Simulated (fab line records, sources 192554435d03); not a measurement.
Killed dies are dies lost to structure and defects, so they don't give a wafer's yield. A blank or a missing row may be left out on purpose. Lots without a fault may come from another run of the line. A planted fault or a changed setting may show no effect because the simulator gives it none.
Which tool did it? | flow n5_finfet | 10 lots, 30 wafers sampled, at 6 steps of a route of 1938

WHAT THE GAUGES READ, wafer by wafer
N5_BEOL_M6_INSPECT_58: inspects for defects (darkfield).
lot  | measured     | on                | raw_defect_count
L418 | day 10 02:48 | defect_inspect-02 | 58 65 73
L417 | day 10 05:23 | defect_inspect-01 | 57 37 60
L421 | day 10 10:40 | defect_inspect-01 | 59 103 74
L422 | day 11 08:44 | defect_inspect-01 | 71 72 76
L426 | day 12 11:04 | defect_inspect-01 | 934 970 103
L430 | day 12 23:20 | defect_inspect-02 | 981 59 79
L435 | day 14 10:29 | defect_inspect-02 | 64 75 68
L436 | day 14 16:15 | defect_inspect-02 | 67 62 56
L438 | day 15 10:20 | defect_inspect-02 | 57 81 61
L437 | day 15 14:12 | defect_inspect-02 | 113 93 187

N5_BEOL_M7_THK_MEAS_01.
lot  | measured     | on            | M7_ILD_THK (nm)
L418 | day 10 03:27 | film_metro-01 | 152.8 156.5 155.6
L417 | day 10 06:00 | film_metro-01 | 153.7 150.9 150.0
L421 | day 10 11:46 | film_metro-01 | 153.1 154.8 155.4
L422 | day 11 09:20 | film_metro-01 | 153.3 155.7 157.1
L426 | day 12 11:58 | film_metro-02 | 152.5 155.2 154.2
L430 | day 12 23:57 | film_metro-01 | 150.0 154.8 154.0
L435 | day 14 11:06 | film_metro-01 | 150.1 154.3 152.1
L436 | day 14 16:52 | film_metro-01 | 153.5 156.8 155.5
L438 | day 15 10:58 | film_metro-02 | 153.7 154.7 156.1
L437 | day 15 14:49 | film_metro-01 | 150.6 152.9 153.7

N5_BEOL_M7_INSPECT_13: inspects for defects (brightfield).
lot  | measured     | on                | raw_defect_count
L418 | day 10 05:28 | defect_inspect-02 | 315 417 374
L417 | day 10 07:03 | defect_inspect-01 | 435 308 276
L421 | day 10 13:01 | defect_inspect-01 | 356 438 398
L422 | day 11 11:40 | defect_inspect-01 | 376 472 466
L426 | day 12 14:59 | defect_inspect-02 | 1177 1266 423
L430 | day 13 01:22 | defect_inspect-01 | 1322 405 542
L435 | day 14 12:25 | defect_inspect-02 | 375 257 295
L436 | day 14 19:32 | defect_inspect-02 | 348 321 351
L438 | day 15 12:37 | defect_inspect-02 | 359 379 487
L437 | day 15 18:47 | defect_inspect-01 | 439 330 545

N5_BEOL_M7_INSPECT_30: inspects for defects (brightfield).
lot  | measured     | on                | raw_defect_count
L418 | day 10 06:47 | defect_inspect-02 | 316 401 363
L417 | day 10 08:07 | defect_inspect-02 | 441 323 295
L421 | day 10 16:21 | defect_inspect-02 | 389 500 425
L422 | day 11 12:36 | defect_inspect-01 | 373 474 467
L426 | day 12 17:43 | defect_inspect-02 | 1167 1271 426
L430 | day 13 04:23 | defect_inspect-01 | 1306 396 531
L435 | day 14 13:37 | defect_inspect-02 | 412 253 323
L436 | day 14 23:03 | defect_inspect-02 | 357 316 363
L438 | day 15 17:32 | defect_inspect-01 | 331 391 454
L437 | day 15 21:49 | defect_inspect-01 | 410 337 553

WHICH TOOL RAN EACH LOT (tool, then ch and the chambers of the sampled wafers, then the start)
lot  | N5_BEOL_M6_ALD_77                   | N5_BEOL_M6_CMP_52
L418 | ald_metal-01 ch 0,1, day 10 01:13   | cmp-03 ch 2,3, day 10 02:21
L417 | ald_metal-04 ch 1,2, day 10 01:52   | cmp-02 ch 0,3, day 10 04:55
L421 | ald_metal-03 ch 0,2, day 10 09:00   | cmp-01 ch 0,2, day 10 10:13
L422 | ald_metal-04 ch 1,2,3, day 11 07:07 | cmp-01 ch 1,2, day 11 08:17
L426 | ald_metal-04 ch 1,2, day 12 09:08   | cmp-01 ch 2,3, day 12 10:37
L430 | ald_metal-04 ch 1,2, day 12 21:41   | cmp-01 ch 0,2, day 12 22:55
L435 | ald_metal-03 ch 0,3, day 14 08:55   | cmp-02 ch 1,2, day 14 10:04
L436 | ald_metal-01 ch 0,1,2, day 14 14:10 | cmp-02 ch 0,1, day 14 15:50
L438 | ald_metal-01 ch 0,2,3, day 15 07:58 | cmp-02 ch 0,1,3, day 15 09:58
L437 | ald_metal-03 ch 0,1,2, day 15 12:24 | cmp-02 ch 1,2,3, day 15 13:45
- N5_BEOL_M6_ALD_77: deposits TaN, target thk 2 nm, pulse time 2 s, purge time 3 s.
- N5_BEOL_M6_CMP_52: polishes, stops on SiCOH lowk, t overpolish 6.9 s, target thk 80 nm.

WHAT THE TOOLS THEMSELVES READ (means of the sampled wafers that have a number; where no wafer has one, the mark that the record gives instead)
N5_BEOL_M6_ALD_77.
lot  | tool         | heater_power_w (W) | mfc_carrier_sccm (sccm)
L418 | ald_metal-01 | 410                | 1503
L417 | ald_metal-04 | 448                | 1497
L421 | ald_metal-03 | 442                | 1495
L422 | ald_metal-04 | 424                | 1502
L426 | ald_metal-04 | 432                | 1501
L430 | ald_metal-04 | 433                | 1497
L435 | ald_metal-03 | 410                | 1501
L436 | ald_metal-01 | 401                | 1505
L438 | ald_metal-01 | 411                | 1499
L437 | ald_metal-03 | 442                | 1497

N5_BEOL_M6_CMP_52.
lot  | tool   | barrier_field_endpoint_s (s) | motor_current_A (A) | overpolish_run_s (s) | time_to_endpoint_s (s)
L418 | cmp-03 | 27.7                         | 6.3                 | 6.894                | 55
L417 | cmp-02 | 29.6                         | 5.5                 | 6.902                | 70
L421 | cmp-01 | 28.4                         | 5.8                 | 6.904                | 63
L422 | cmp-01 | 29.2                         | 6.5                 | 6.893                | 64
L426 | cmp-01 | 28.2                         | 6.0                 | 6.892                | 60
L430 | cmp-01 | 27.9                         | 5.8                 | 6.900                | 60
L435 | cmp-02 | 28.9                         | 6.5                 | 6.897                | 62
L436 | cmp-02 | 30.0                         | 5.6                 | 6.895                | 63
L438 | cmp-02 | 29.3                         | 5.6                 | 6.903                | 64
L437 | cmp-02 | 28.7                         | 6.0                 | 6.897                | 63

THE ANSWER, worked out from the rows above alone
Rule: what is usual is taken from the lots themselves. Put in order of their means at a reading, lots are off if they are a third of the lots or fewer, leave a main group of 4 or more, and stand apart from it by a gap of 3 or more times the standard deviation of the main group's means; of several such gaps the widest counts. A main group whose means are all the same, to the digits that the tables above print for the reading, isn't used. A lot without any number at a reading at which 4 lots or more have one is off too. The other lots that the step has rows for count as sound. The gauges are gone through in route order, then the tools' own readings, and for those a lot's mean is taken as printed above. The first step at which some lot is off is used, and at that step the reading that is off furthest; a lot without a number counts as furthest.
Off: L426, L430, at N5_BEOL_M6_INSPECT_58 (raw_defect_count). The main group: mean 75, standard deviation 23.
A tool fits if, at a process step before that reading, it ran every lot that is off, and no sound lot after the first of them. The gauges at N5_BEOL_M6_INSPECT_58 are tried like those tools. Can't be told from this: 2 tools fit, ald_metal-04 at N5_BEOL_M6_ALD_77, cmp-01 at N5_BEOL_M6_CMP_52.

WHAT THE SIMULATOR HAD PUT IN
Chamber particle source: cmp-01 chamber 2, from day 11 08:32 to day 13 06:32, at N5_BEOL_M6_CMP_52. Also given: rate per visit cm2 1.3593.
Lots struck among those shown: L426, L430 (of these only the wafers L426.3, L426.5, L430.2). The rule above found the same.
